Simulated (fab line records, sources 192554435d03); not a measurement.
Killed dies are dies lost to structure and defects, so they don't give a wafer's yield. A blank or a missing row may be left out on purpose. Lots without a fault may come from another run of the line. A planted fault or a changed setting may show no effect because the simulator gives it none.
fab line records | flow n5_finfet | part 2 of 2: steps 25 to 34 of 34
record lots=5 wafers=15 last_day=15
route steps=1938 shown BEOL_M2@889
lots that met no fault: from a run of the same line without faults
start_h: hours from the record's first day to the start of the lot's first wafer shown | wait_h: hours since the lot's step before | " the same as in the row above | L1.1+2: a row that stands for several wafers | - no value, or no start given | * or withheld: withheld | < > ~ a bound
route shown NAME@n: a module of which the file shows steps, and the number in the route of the first | usual: mean/standard deviation of fault-free wafers | same: alike in all rows | chamber/n: place in a boat | sites: the reading at each site | _std_site: their standard deviation | _edge_site: outer sites' mean less inner sites' | radius_mm: how far each site lies from the wafer's centre | mask NAME#n: copy n | behind: the tool/chamber that last shaped the wafer | hold: why the lot was held/for how many hours/how that ended | device: the transistor (n, p or np) that didn't switch | end of line: the same wafers' tests at the end of the route | a step without rows: its recipe alone | killed: dies lost to structure and defects at the first sort, not the wafer's yield | map: a wafer's dies, x killed, . not, _ none there
set.NAME: the setting as run; set.NAME@STEP: as run at that earlier step | model.NAME: the simulator's own value behind a step, which no gauge read
lots at some steps of the route; a table a step, a row a wafer
services: from which hour (start_h, from the record's first day; less than 0 if before it) a tool's chamber was out of use, for how many hours, and why
## steps
# step N5_BEOL_M2_ANNEAL_89
# recipe temp_c=400 time_s=240 ambient=vacuum
# usual heater_power_w=856/130
# same time_s=240
# columns lot.wafer tool chamber start_h wait_h heater_power_w
L077.2 pvd_sputter-01 - 161.22 0.0 937
L077.4 " - " " 945
L077.5 " - " " 798
L078.2 pvd_sputter-03 - 169.01 0.0 672
L078.4 " - " " 856
L078.5 " - " " 873
L087.2 pvd_sputter-02 - 224.07 0.0 617
L087.4 " - " " 1053
L087.5 " - " " 1078
L089.1 pvd_sputter-03 - 230.48 0.0 866
L089.2 " - " " 1064
L089.3 " - " " 670
L090.3 pvd_sputter-02 - 233.15 0.0 808
L090.4 " - " " 950
L090.6 " - " " 783
# step N5_BEOL_M2_SPUTTER_90
# recipe material=Cu target_thk_a=45 temp_c=-20 chamber_pressure_pa=0.07 power_w=withheld time_s=8.29
# usual throttle_valve_pct=30.6/1.4
# same time_s=8.29
# columns lot.wafer tool chamber start_h wait_h throttle_valve_pct
L077.2 pvd_sputter-01 - 161.36 0.1 30.2
L077.4 " - " " 30.5
L077.5 " - " " 30.6
L078.2 pvd_sputter-03 - 169.15 0.1 30.8
L078.4 " - " " 31.1
L078.5 " - " " 31.1
L087.2 pvd_sputter-02 - 224.21 0.1 31.6
L087.4 " - " " 30.8
L087.5 " - " " 30.7
L089.1 pvd_sputter-03 - 230.62 0.1 31.1
L089.2 " - " " 31.2
L089.3 " - " " 31.1
L090.3 pvd_sputter-02 - 233.29 0.1 33.1
L090.4 " - " " 31.0
L090.6 " - " " 32.6
# step N5_BEOL_M2_ANNEAL_91
# recipe temp_c=400 time_s=240 ambient=vacuum
# usual heater_power_w=858/130
# same time_s=240
# columns lot.wafer tool chamber start_h wait_h heater_power_w
L077.2 pvd_sputter-01 - 161.44 0.0 949
L077.4 " - " " 953
L077.5 " - " " 802
L078.2 pvd_sputter-03 - 169.23 0.0 687
L078.4 " - " " 876
L078.5 " - " " 878
L087.2 pvd_sputter-02 - 224.29 0.0 602
L087.4 " - " " 1061
L087.5 " - " " 1054
L089.1 pvd_sputter-03 - 230.70 0.0 879
L089.2 " - " " 1087
L089.3 " - " " 667
L090.3 pvd_sputter-02 - 233.37 0.0 822
L090.4 " - " " 949
L090.6 " - " " 810
# step N5_BEOL_M2_SPUTTER_92
# recipe material=Cu target_thk_a=45 temp_c=-20 chamber_pressure_pa=0.07 power_w=withheld time_s=8.29
# usual throttle_valve_pct=30.6/1.4
# same time_s=8.29
# columns lot.wafer tool chamber start_h wait_h throttle_valve_pct
L077.2 pvd_sputter-01 - 161.58 0.1 30.2
L077.4 " - " " 30.1
L077.5 " - " " 30.8
L078.2 pvd_sputter-03 - 169.37 0.1 30.8
L078.4 " - " " 31.1
L078.5 " - " " 31.1
L087.2 pvd_sputter-02 - 224.43 0.1 31.8
L087.4 " - " " 30.9
L087.5 " - " " 31.0
L089.1 pvd_sputter-03 - 230.84 0.1 31.1
L089.2 " - " " 31.0
L089.3 " - " " 31.0
L090.3 pvd_sputter-02 - 233.51 0.1 32.5
L090.4 " - " " 31.2
L090.6 " - " " 32.8
# step N5_BEOL_M2_ANNEAL_93
# recipe temp_c=400 time_s=240 ambient=vacuum
# usual heater_power_w=856/130
# same time_s=240
# columns lot.wafer tool chamber start_h wait_h heater_power_w
L077.2 pvd_sputter-01 - 161.66 0.0 925
L077.4 " - " " 921
L077.5 " - " " 793
L078.2 pvd_sputter-03 - 169.45 0.0 666
L078.4 " - " " 898
L078.5 " - " " 879
L087.2 pvd_sputter-02 - 224.51 0.0 594
L087.4 " - " " 1050
L087.5 " - " " 1047
L089.1 pvd_sputter-03 - 230.92 0.0 877
L089.2 " - " " 1030
L089.3 " - " " 657
L090.3 pvd_sputter-02 - 233.59 0.0 808
L090.4 " - " " 949
L090.6 " - " " 815
# step N5_BEOL_M2_SPUTTER_94
# recipe material=Cu target_thk_a=45 temp_c=-20 chamber_pressure_pa=0.07 power_w=withheld time_s=8.29
# usual throttle_valve_pct=30.6/1.4
# same time_s=8.29
# columns lot.wafer tool chamber start_h wait_h throttle_valve_pct
L077.2 pvd_sputter-01 - 161.80 0.1 30.3
L077.4 " - " " 30.3
L077.5 " - " " 30.7
L078.2 pvd_sputter-03 - 169.59 0.1 31.0
L078.4 " - " " 31.0
L078.5 " - " " 31.0
L087.2 pvd_sputter-02 - 224.65 0.1 32.1
L087.4 " - " " 31.2
L087.5 " - " " 30.9
L089.1 pvd_sputter-03 - 231.06 0.1 31.2
L089.2 " - " " 30.7
L089.3 " - " " 30.8
L090.3 pvd_sputter-02 - 233.73 0.1 32.7
L090.4 " - " " 31.0
L090.6 " - " " 32.5
# step N5_BEOL_M2_ANNEAL_95
# recipe temp_c=400 time_s=240 ambient=vacuum
# usual heater_power_w=857/130
# same time_s=240
# columns lot.wafer tool chamber start_h wait_h heater_power_w
L077.2 pvd_sputter-01 - 161.88 0.0 928
L077.4 " - " " 948
L077.5 " - " " 803
L078.2 pvd_sputter-03 - 169.67 0.0 672
L078.4 " - " " 850
L078.5 " - " " 898
L087.2 pvd_sputter-02 - 224.73 0.0 593
L087.4 " - " " 1060
L087.5 " - " " 1062
L089.1 pvd_sputter-03 - 231.14 0.0 874
L089.2 " - " " 1042
L089.3 " - " " 681
L090.3 pvd_sputter-02 - 233.81 0.0 807
L090.4 " - " " 946
L090.6 " - " " 812
# step N5_BEOL_M2_SPUTTER_96
# recipe material=Cu target_thk_a=45 temp_c=-20 chamber_pressure_pa=0.07 power_w=withheld time_s=8.29
# usual throttle_valve_pct=30.6/1.4
# same time_s=8.29
# columns lot.wafer tool chamber start_h wait_h throttle_valve_pct
L077.2 pvd_sputter-01 - 162.02 0.1 30.1
L077.4 " - " " 30.4
L077.5 " - " " 30.7
L078.2 pvd_sputter-03 - 169.81 0.1 30.9
L078.4 " - " " 31.2
L078.5 " - " " 30.8
L087.2 pvd_sputter-02 - 224.87 0.1 31.6
L087.4 " - " " 31.1
L087.5 " - " " 31.0
L089.1 pvd_sputter-03 - 231.28 0.1 31.1
L089.2 " - " " 30.8
L089.3 " - " " 31.0
L090.3 pvd_sputter-02 - 233.95 0.1 32.8
L090.4 " - " " 31.1
L090.6 " - " " 32.7
# step N5_BEOL_M2_ECD_50
# recipe material=Cu target_thk_a=3000
# columns lot.wafer tool chamber start_h wait_h
L077.2+4+5 ecd_cu-02 0,0,1 162.13 0.1
L078.2+4+5 ecd_cu-02 0 169.93 0.1
L087.2+4+5 ecd_cu-01 0 224.99 0.1
L089.1+2+3 ecd_cu-01 0,1,1 231.39 0.1
L090.3+4+6 ecd_cu-02 1,0,0 234.08 0.1
# step N5_BEOL_M2_ANNEAL_51
# recipe temp_c=225 time_s=90 ambient=N2
# usual wafer_temp_C_max=226.1/0.4
# same time_s=90
# columns lot.wafer tool chamber start_h wait_h wafer_temp_C_max
L077.2 rtp_anneal-01 0 162.26 0.1 226.5
L077.4 " 0 " " 226.8
L077.5 " 0 " " 226.6
L078.2 rtp_anneal-01 0 170.10 0.2 226.2
L078.4 " 0 " " 226.6
L078.5 " 0 " " 226.8
L087.2 rtp_anneal-02 0 225.11 0.1 225.4
L087.4 " 0 " " 225.8
L087.5 " 0 " " 225.6
L089.1 rtp_anneal-02 0 231.47 0.1 225.9
L089.2 " 0 " " 225.8
L089.3 " 0 " " 225.8
L090.3 rtp_anneal-02 0 234.23 0.1 225.6
L090.4 " 0 " " 226.0
L090.6 " 0 " " 225.5
## services
# columns tool chamber start_h hours kind
wet_bench-03 - 135.46 4.0 repair
rie_diel-04 0 138.65 5.3 repair
pvd_sputter-01 - 141.51 3.1 repair
rie_diel-06 0 147.08 5.7 repair
pvd_sputter-01 - 151.78 1.0 repair
rie_diel-04 2 159.67 - clean
rie_diel-04 2 159.67 - consumable_replace:focus_ring
rie_diel-04 2 159.67 21.8 scheduled_down
rie_diel-04 2 159.67 21.8 vent_cycle
rie_diel-05 1 170.15 - clean
rie_diel-05 1 170.15 - consumable_replace:focus_ring
rie_diel-05 1 170.15 - consumable_replace:showerhead
rie_diel-05 1 170.15 17.4 scheduled_down
rie_diel-05 1 170.15 17.4 vent_cycle
ecd_cu-01 - 178.76 0.3 repair
ald_metal-02 - 185.64 8.7 pm
wet_bench-05 - 188.75 2.9 repair
pvd_sputter-01 - 194.09 0.8 repair
rie_diel-06 0 197.25 - clean
rie_diel-06 0 197.25 - consumable_replace:focus_ring
rie_diel-04 1 214.39 - clean
rie_diel-04 1 214.39 - consumable_replace:focus_ring
rie_diel-04 1 214.39 16.8 scheduled_down
rie_diel-04 1 214.39 16.8 vent_cycle
